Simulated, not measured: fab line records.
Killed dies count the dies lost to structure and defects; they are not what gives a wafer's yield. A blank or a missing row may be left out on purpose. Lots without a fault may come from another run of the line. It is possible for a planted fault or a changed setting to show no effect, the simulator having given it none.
fab line records	flow n5Finfet
record: lots: 7	wafers: 39
route steps=1938 shown DUMMY_GATE@228 HKMG_FIN@395 GATE_CUT@469
startH: start of the lot's first displayed wafer, in hours after the record's first day	waitH: hours since the lot's step before	" identical to the entry in the row above	L1.1+2: one row covering several wafers at once	- no value present, or no start provided	* or withheld: withheld	< > ~ a bound
route shown NAME@n: names a module that has steps shown in the file, with the first one's number in the route	usual: mean and standard deviation over wafers with no fault	same: alike in all rows	chamber/n: place in a boat	sites: the reading at each site	_std_site: their standard deviation	_edge_site: inner sites' mean taken away from outer sites' mean	radiusMm: how far each site lies from the wafer's centre	mask NAME#n: copy n	behind: the most recent tool/chamber to have shaped the wafer	hold: the reason the lot was held/the length of the hold in hours/how it ended	device: which transistor (n, p or np) failed to switch	end of line: at the end of the route, the tests of the same wafers	where a step has no rows: the recipe by itself	killed: at the first sort, the dies lost to defects and structure; wafer yield is something else	map: the dies of a wafer, with x for killed, . for not killed, _ for no die there
set.NAME: the run value of the setting; set.NAME@STEP: its run value at that earlier step	model.NAME: the simulator's own value behind a step, which no gauge read
lots where settings were altered on purpose, with a table for each step and a row for each wafer
== steps ==
step: N5_DUMMY_GATE_EXPOSE_12
recipe: maskId: GATE	na: 0.33	sourceShape: annular	sigmaInner: 0.2	sigmaOuter: 0.6	polarization: unpolarized	targetCdNm: 25	doseMj: 34
lot.wafer	tool	chamber	startH	waitH	mask	set.doseMj
L079.1+2+5	euvScanner-01	0	77.85	-	GATE#0	34
L080.1+2+3+4+5+6	euvScanner-01	0	85.76	-	GATE#0	34
L081.1+2+6	euvScanner-01	0	88.86	-	GATE#0	34
L081.3+4+5	"	0	"	"	GATE#0	32.67
L084.1+3+4	euvScanner-02	0	108.02	-	GATE#0	34
L084.2+5+6	"	0	"	"	GATE#0	33.22
L089.1+4+6	euvScanner-02	0	135.85	-	GATE#0	34
L089.2+3+5	"	0	"	"	GATE#0	36.28
L090.1+2+4	euvScanner-01	0	143.41	-	GATE#0	35.42
L090.3+5+6	"	0	"	"	GATE#0	34
L092.1+3+5	euvScanner-01	0	153.67	-	GATE#0	35.18
L092.2+4+6	"	0	"	"	GATE#0	34
step: N5_DUMMY_GATE_PEB_13
recipe: pebTempC: 100	pebTimeS: 60	resist: CAR-EUV
step: N5_DUMMY_GATE_DEVELOP_14
recipe: developTimeS: 30	developer: TMAH	resist: CAR-EUV	rinseLiquid: surfactantRinse	dry: airSpin	devTempC: 23
step: N5_DUMMY_GATE_CD_MEAS_15
recipe: targetCdNm: 25.8	landingEnergyEv: 500	detector: seInlens
usual: cdNm: 24.94/0.21
lot.wafer	tool	chamber	startH	waitH	set.doseMj@DUMMY_GATE_EXPOSE_12	cdNm
L079.1	cdSem-01	0	77.97	-	34	25.08
L079.2	"	0	"	"	34	24.73
L079.5	"	0	"	"	34	24.80
L080.1	cdSem-03	0	85.89	-	34	25.11
L080.2	"	0	"	"	34	24.77
L080.3	"	0	"	"	34	24.37
L080.4	"	0	"	"	34	24.78
L080.5	"	0	"	"	34	24.74
L080.6	"	0	"	"	34	24.58
L081.1	cdSem-02	0	88.99	-	34	24.76
L081.2	"	0	"	"	34	24.94
L081.3	"	0	"	"	32.67	25.75
L081.4	"	0	"	"	32.67	25.77
L081.5	"	0	"	"	32.67	26.10
L081.6	"	0	"	"	34	24.99
L084.1	cdSem-03	0	108.14	-	34	24.56
L084.2	"	0	"	"	33.22	25.18
L084.3	"	0	"	"	34	25.03
L084.4	"	0	"	"	34	24.77
L084.5	"	0	"	"	33.22	25.33
L084.6	"	0	"	"	33.22	25.25
L089.1	cdSem-03	0	135.97	-	34	24.91
L089.2	"	0	"	"	36.28	23.78
L089.3	"	0	"	"	36.28	23.95
L089.4	"	0	"	"	34	24.89
L089.5	"	0	"	"	36.28	23.45
L089.6	"	0	"	"	34	25.14
L090.1	cdSem-02	0	143.53	-	35.42	24.23
L090.2	"	0	"	"	35.42	24.41
L090.3	"	0	"	"	34	25.13
L090.4	"	0	"	"	35.42	24.31
L090.5	"	0	"	"	34	24.59
L090.6	"	0	"	"	34	24.86
L092.1	cdSem-01	0	153.80	-	35.18	24.63
L092.2	"	0	"	"	34	25.32
L092.3	"	0	"	"	35.18	24.51
L092.4	"	0	"	"	34	25.08
L092.5	"	0	"	"	35.18	24.41
L092.6	"	0	"	"	34	24.87
step: N5_DUMMY_GATE_ETCH_37
recipe: chemistry: N2/H2	target: SOC	targetDepthA: 600	overetchA: 300	tempC: 40	ionEnergyEv: 200	pressureMtorr: 30	sourceW: 840	biasW: 150	n2FlowSccm: 200	h2FlowSccm: 200
usual: rfVppV: 525.2/2
lot.wafer	tool	chamber	startH	waitH	set.sourceW	rfVppV
L079.1	rieDiel-03	2	78.77	0.0	840	522.8
L079.2	"	3	"	"	840	525.4
L079.5	"	3	"	"	840	525.8
L080.1	rieDiel-06	0	86.21	0.0	840	522.8
L080.2	"	1	"	"	694.8	558.2
L080.3	"	2	"	"	694.8	555.5
L080.4	"	3	"	"	694.8	554.8
L080.5	"	2	"	"	840	521.6
L080.6	"	1	"	"	840	525.1
L081.1	rieDiel-06	0	89.27	0.0	840	524.6
L081.2	"	3	"	"	710.1	550.4
L081.3	"	2	"	"	710.1	552.1
L081.4	"	1	"	"	840	523.7
L081.5	"	0	"	"	710.1	551.8
L081.6	"	3	"	"	840	522.1
L084.1	rieDiel-03	1	108.75	0.0	721.5	554.3
L084.2	"	0	"	"	721.5	555.2
L084.3	"	3	"	"	721.5	550.8
L084.4	"	0	"	"	840	526.6
L084.5	"	1	"	"	840	526.6
L084.6	"	3	"	"	840	525.4
L089.1	rieDiel-04	3	136.65	0.0	990.6	498.8
L089.2	"	2	"	"	990.6	497.9
L089.3	"	0	"	"	990.6	495.8
L089.4	"	1	"	"	840	526.1
L089.5	"	3	"	"	840	527.0
L089.6	"	0	"	"	840	524.1
L090.1	rieDiel-04	0	143.81	0.0	840	525.7
L090.2	"	1	"	"	840	527.0
L090.3	"	3	"	"	840	529.0
L090.4	"	2	"	"	840	526.4
L090.5	"	1	"	"	840	527.0
L090.6	"	2	"	"	840	525.6
L092.1	rieDiel-04	1	154.07	0.0	840	525.1
L092.2	"	2	"	"	840	526.6
L092.3	"	3	"	"	840	526.8
L092.4	"	0	"	"	840	524.6
L092.5	"	3	"	"	840	526.3
L092.6	"	0	"	"	840	524.8
step: N5_DUMMY_GATE_ETCH_32
recipe: chemistry: CF4	target: SiO2	targetDepthA: 35	timeS: 3.9	ionEnergyEv: 350	pressureMtorr: 10	icpW: 800	biasW: 400	cf4FlowSccm: 80
lot.wafer	tool	chamber	startH	waitH	set.timeS	model.etch.depthNm
L079.1	rieSi-02	0	79.30	0.1	3.9	3.445
L079.2	"	3	"	"	3.9	3.586
L079.5	"	1	"	"	3.9	3.399
L080.1	rieSi-05	1	86.75	0.1	4.62	4.21
L080.2	"	0	"	"	4.62	4.294
L080.3	"	2	"	"	3.9	3.488
L080.4	"	3	"	"	3.9	3.571
L080.5	"	0	"	"	4.62	4.333
L080.6	"	3	"	"	3.9	3.558
L081.1	rieSi-05	2	90.00	0.1	3.15	2.863
L081.2	"	3	"	"	3.9	3.566
L081.3	"	0	"	"	3.9	3.647
L081.4	"	1	"	"	3.9	3.533
L081.5	"	3	"	"	3.15	2.879
L081.6	"	2	"	"	3.15	2.853
L084.1	rieSi-02	3	109.36	0.1	3.9	3.612
L084.2	"	2	"	"	3.9	3.443
L084.3	"	1	"	"	3.9	3.412
L084.4	"	0	"	"	3.9	3.437
L084.5	"	0	"	"	3.9	3.426
L084.6	"	3	"	"	3.9	3.57
L089.1	rieSi-05	1	137.25	0.1	3.9	3.596
L089.2	"	2	"	"	2.995	2.725
L089.3	"	3	"	"	3.9	3.616
L089.4	"	0	"	"	2.995	2.786
L089.5	"	3	"	"	3.9	3.603
L089.6	"	2	"	"	2.995	2.703
L090.1	rieSi-04	2	144.34	0.1	3.056	2.59
L090.2	"	0	"	"	3.056	2.74
L090.3	"	1	"	"	3.9	3.375
L090.4	"	3	"	"	3.9	3.529
L090.5	"	2	"	"	3.056	2.628
L090.6	"	1	"	"	3.9	3.392
L092.1	rieSi-02	3	154.70	0.1	4.214	3.886
L092.2	"	2	"	"	4.214	3.706
L092.3	"	0	"	"	3.9	3.442
L092.4	"	1	"	"	3.9	3.391
L092.5	"	3	"	"	4.214	3.876
L092.6	"	2	"	"	3.9	3.418
step: N5_HKMG_FIN_EXPOSE_46
recipe: maskId: NDIPOLE	na: 1.35	sourceShape: conventional	sigmaOuter: 0.8	polarization: unpolarized	doseMj: 40
lot.wafer	tool	chamber	startH	waitH	mask	set.doseMj
L079.1+2+5	arfiScanner-01	0	102.69	-	NDIPOLE#0	40
L080.1+2+3+4+5+6	arfiScanner-03	0	111.52	-	NDIPOLE#0	40
L081.1+2+5	arfiScanner-02	0	114.27	-	NDIPOLE#0	40
L081.3+4+6	"	0	"	"	NDIPOLE#0	41.16
L084.1+4+5	arfiScanner-01	0	133.71	-	NDIPOLE#0	42.16
L084.2+3+6	"	0	"	"	NDIPOLE#0	40
L089.1+3+6	arfiScanner-03	0	163.39	-	NDIPOLE#0	40
L089.2+4+5	"	0	"	"	NDIPOLE#0	38.85
L090.1+3+5	arfiScanner-03	0	167.78	-	NDIPOLE#0	39.06
L090.2+4+6	"	0	"	"	NDIPOLE#0	40
L092.1+4+5	arfiScanner-02	0	178.67	-	NDIPOLE#0	43.07
L092.2+3+6	"	0	"	"	NDIPOLE#0	40
step: N5_HKMG_FIN_PEB_47
recipe: pebTempC: withheld	pebTimeS: 60	resist: CAR-ArF
step: N5_HKMG_FIN_DEVELOP_48
recipe: developTimeS: 30	developer: TMAH	resist: CAR-ArF	rinseLiquid: diw	dry: airSpin	devTempC: 23
step: N5_HKMG_FIN_CD_MEAS_49
recipe: targetCdNm: 202	landingEnergyEv: 500	detector: seInlens	polarity: opening
usual: cdNm: 202.0/0.61
lot.wafer	tool	chamber	startH	waitH	set.doseMj@HKMG_FIN_EXPOSE_46	cdNm
L079.1	cdSem-03	0	102.82	-	40	203.0
L079.2	"	0	"	"	40	202.2
L079.5	"	0	"	"	40	201.7
L080.1	cdSem-02	0	111.64	-	40	202.8
L080.2	"	0	"	"	40	202.6
L080.3	"	0	"	"	40	202.0
L080.4	"	0	"	"	40	202.6
L080.5	"	0	"	"	40	202.3
L080.6	"	0	"	"	40	202.2
L081.1	cdSem-02	0	114.40	-	40	201.5
L081.2	"	0	"	"	40	201.7
L081.3	"	0	"	"	41.16	203.7
L081.4	"	0	"	"	41.16	203.1
L081.5	"	0	"	"	40	200.9
L081.6	"	0	"	"	41.16	203.4
L084.1	cdSem-03	0	133.83	-	42.16	205.0
L084.2	"	0	"	"	40	200.7
L084.3	"	0	"	"	40	201.3
L084.4	"	0	"	"	42.16	205.0
L084.5	"	0	"	"	42.16	204.9
L084.6	"	0	"	"	40	202.5
L089.1	cdSem-02	0	163.52	-	40	203.6
L089.2	"	0	"	"	38.85	201.5
L089.3	"	0	"	"	40	202.5
L089.4	"	0	"	"	38.85	201.1
L089.5	"	0	"	"	38.85	201.0
L089.6	"	0	"	"	40	203.9
L090.1	cdSem-01	0	167.90	-	39.06	200.7
L090.2	"	0	"	"	40	203.2
L090.3	"	0	"	"	39.06	201.5
L090.4	"	0	"	"	40	202.4
L090.5	"	0	"	"	39.06	200.5
L090.6	"	0	"	"	40	202.5
L092.1	cdSem-01	0	178.79	-	43.07	206.5
L092.2	"	0	"	"	40	201.5
L092.3	"	0	"	"	40	202.2
L092.4	"	0	"	"	43.07	206.1
L092.5	"	0	"	"	43.07	206.5
L092.6	"	0	"	"	40	201.4
step: N5_HKMG_FIN_ETCH_58
recipe: chemistry: N2/H2	target: SOC	targetDepthA: 2158	ionEnergyEv: 50	biasW: 13	timeS: 741	pressureMtorr: 30	sourceW: 875	n2FlowSccm: 200	h2FlowSccm: 200
usual: rfVppV: 99.3/1
lot.wafer	tool	chamber	startH	waitH	set.sourceW	rfVppV	model.SOC_of_HKMG_FIN_COAT_41.thkNm	model.etch.depthNm	model.HKMG_FIN.featureDepthNm
L079.1	rieDiel-01	3	103.21	0.0	875	98.3	78	222.2	222.2
L079.2	"	2	"	"	875	98.6	87.6	211.9	211.8
L079.5	"	2	"	"	875	97.4	88	211.7	211.8
L080.1	rieDiel-02	0	112.03	0.0	815.3	101.6	101.2	200.6	200.6
L080.2	"	3	"	"	815.3	101.4	96.4	206.5	206.4
L080.3	"	2	"	"	815.3	103.2	95.6	205.7	205.8
L080.4	"	2	"	"	875	96.9	80.8	220.2	220.2
L080.5	"	0	"	"	875	100.3	87.6	214.1	214.2
L080.6	"	3	"	"	875	100.5	81	219.8	219.8
L081.1	rieDiel-02	2	114.95	0.0	875	99.2	81.6	219.9	219.8
L081.2	"	3	"	"	875	98.1	82.4	219.3	219.2
L081.3	"	0	"	"	1040	93.2	55.2	246.9	246.8
L081.4	"	3	"	"	875	100.4	82.6	218.1	218
L081.5	"	2	"	"	1040	93.2	47.2	255.4	255.4
L081.6	"	0	"	"	1040	94.3	49.6	251.7	251.6
L084.1	rieDiel-01	2	134.22	0.0	764	104.1	111.2	189.7	189.8
L084.2	"	0	"	"	875	100.4	88.4	212	212
L084.3	"	1	"	"	764	105.4	102.4	198.4	198.4
L084.4	"	3	"	"	875	98.8	79	222.3	222.4
L084.5	"	0	"	"	764	105.8	111	188.6	188.6
L084.6	"	1	"	"	875	100.1	76.6	223.2	223.2
L089.1	rieDiel-05	0	163.91	0.0	875	101.0	85.6	214.2	214.2
L089.2	"	1	"	"	875	99.7	88	212.9	213
L089.3	"	3	"	"	776.2	102.2	96.4	204	204
L089.4	"	2	"	"	776.2	102.4	110	190.2	190.2
L089.5	"	1	"	"	776.2	102.0	106	194.2	194.2
L089.6	"	2	"	"	875	98.4	90.2	209.8	209.8
L090.1	rieDiel-01	2	168.29	0.0	875	98.8	91.2	209.1	209.2
L090.2	"	1	"	"	875	99.0	80	220.2	220.2
L090.3	"	0	"	"	875	100.0	93	207	207
L090.4	"	0	"	"	875	99.8	95.8	205.5	205.4
L090.5	"	2	"	"	875	97.1	91.6	209.6	209.6
L090.6	"	1	"	"	875	101.4	78	222.1	222.2
L092.1	rieDiel-01	2	179.22	0.0	875	98.0	89.6	210.2	210.2
L092.2	"	3	"	"	875	97.7	80	219.5	219.6
L092.3	"	1	"	"	760.3	103.2	100.4	198.9	198.8
L092.4	"	0	"	"	875	98.9	92	207.3	207.2
L092.5	"	0	"	"	760.3	103.8	116.4	183.6	183.6
L092.6	"	3	"	"	760.3	103.3	103.4	195.7	195.6
step: N5_GATE_CUT_ETCH_58
recipe: chemistry: CH3F/O2	target: SiNx	targetDepthA: 170	timeS: 128.6	ionEnergyEv: 50	pressureMtorr: 30	sourceW: 415	biasW: 21	Ar_flow_sccm: 150	CH3F_flow_sccm: 30	O2_flow_sccm: 20
usual: rfVppV: 99.3/0.93
lot.wafer	tool	chamber	startH	waitH	set.sourceW	rfVppV
L079.1	rieDiel-04	0	111.25	0.0	415	98.7
L079.2	"	2	"	"	415	100.1
L079.5	"	1	"	"	415	100.1
L080.1	rieDiel-04	2	119.73	0.1	415	99.0
L080.2	"	0	"	"	415	98.9
L080.3	"	1	"	"	415	100.6
L080.4	"	3	"	"	415	100.7
L080.5	"	2	"	"	415	98.8
L080.6	"	3	"	"	415	99.8
L081.1	rieDiel-06	1	123.45	0.2	415	100.2
L081.2	"	3	"	"	415	97.9
L081.3	"	0	"	"	415	98.2
L081.4	"	2	"	"	352	104.8
L081.5	"	0	"	"	352	105.2
L081.6	"	1	"	"	352	103.9
L084.1	rieDiel-04	2	142.03	0.0	415	101.3
L084.2	"	3	"	"	436.7	97.1
L084.3	"	1	"	"	415	99.7
L084.4	"	0	"	"	436.7	97.4
L084.5	"	0	"	"	436.7	97.1
L084.6	"	1	"	"	415	99.8
L089.1	rieDiel-04	1	171.89	0.1	415	100.7
L089.2	"	0	"	"	487.1	93.8
L089.3	"	3	"	"	487.1	94.4
L089.4	"	2	"	"	415	99.1
L089.5	"	3	"	"	415	98.7
L089.6	"	0	"	"	487.1	94.0
L090.1	rieDiel-04	3	176.39	0.0	415	99.8
L090.2	"	1	"	"	379.5	102.7
L090.3	"	2	"	"	379.5	102.5
L090.4	"	0	"	"	415	99.4
L090.5	"	2	"	"	415	100.9
L090.6	"	1	"	"	379.5	104.1
L092.1	rieDiel-06	1	187.45	0.0	338.6	105.1
L092.2	"	0	"	"	338.6	105.6
L092.3	"	3	"	"	415	99.2
L092.4	"	2	"	"	415	97.9
L092.5	"	1	"	"	415	98.7
L092.6	"	0	"	"	338.6	104.1
== key ==
split: step: N5_DUMMY_GATE_EXPOSE_12	setting: doseMj	stated: 34	by: wafer
response: step: N5_DUMMY_GATE_CD_MEAS_15	reading: cdNm	change: -0.184	per: 1%	r: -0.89
split: step: N5_DUMMY_GATE_ETCH_37	setting: sourceW	stated: 840	by: wafer
response: step: N5_DUMMY_GATE_ETCH_37	reading: rfVppV	change: -1.79	per: 1%	r: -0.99
split: step: N5_DUMMY_GATE_ETCH_32	setting: timeS	stated: 3.9	by: wafer
response: step: N5_DUMMY_GATE_ETCH_32	reading: model.etch.depthNm	change: +0.038	per: 1%	r: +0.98
split: step: N5_HKMG_FIN_EXPOSE_46	setting: doseMj	stated: 40	by: wafer
response: step: N5_HKMG_FIN_CD_MEAS_49	reading: cdNm	change: +0.638	per: 1%	r: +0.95
split: step: N5_HKMG_FIN_ETCH_58	setting: sourceW	stated: 875	by: wafer
response: step: N5_HKMG_FIN_ETCH_58	reading: rfVppV	change: -0.337	per: 1%	r: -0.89
response: step: N5_HKMG_FIN_ETCH_58	reading: model.SOC_of_HKMG_FIN_COAT_41.thkNm	change: -1.71	per: 1%	r: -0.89
response: step: N5_HKMG_FIN_ETCH_58	reading: model.etch.depthNm	change: +1.72	per: 1%	r: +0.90
response: step: N5_HKMG_FIN_ETCH_58	reading: model.HKMG_FIN.featureDepthNm	change: +1.72	per: 1%	r: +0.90
split: step: N5_GATE_CUT_ETCH_58	setting: sourceW	stated: 415	by: wafer
response: step: N5_GATE_CUT_ETCH_58	reading: rfVppV	change: -0.352	per: 1%	r: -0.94
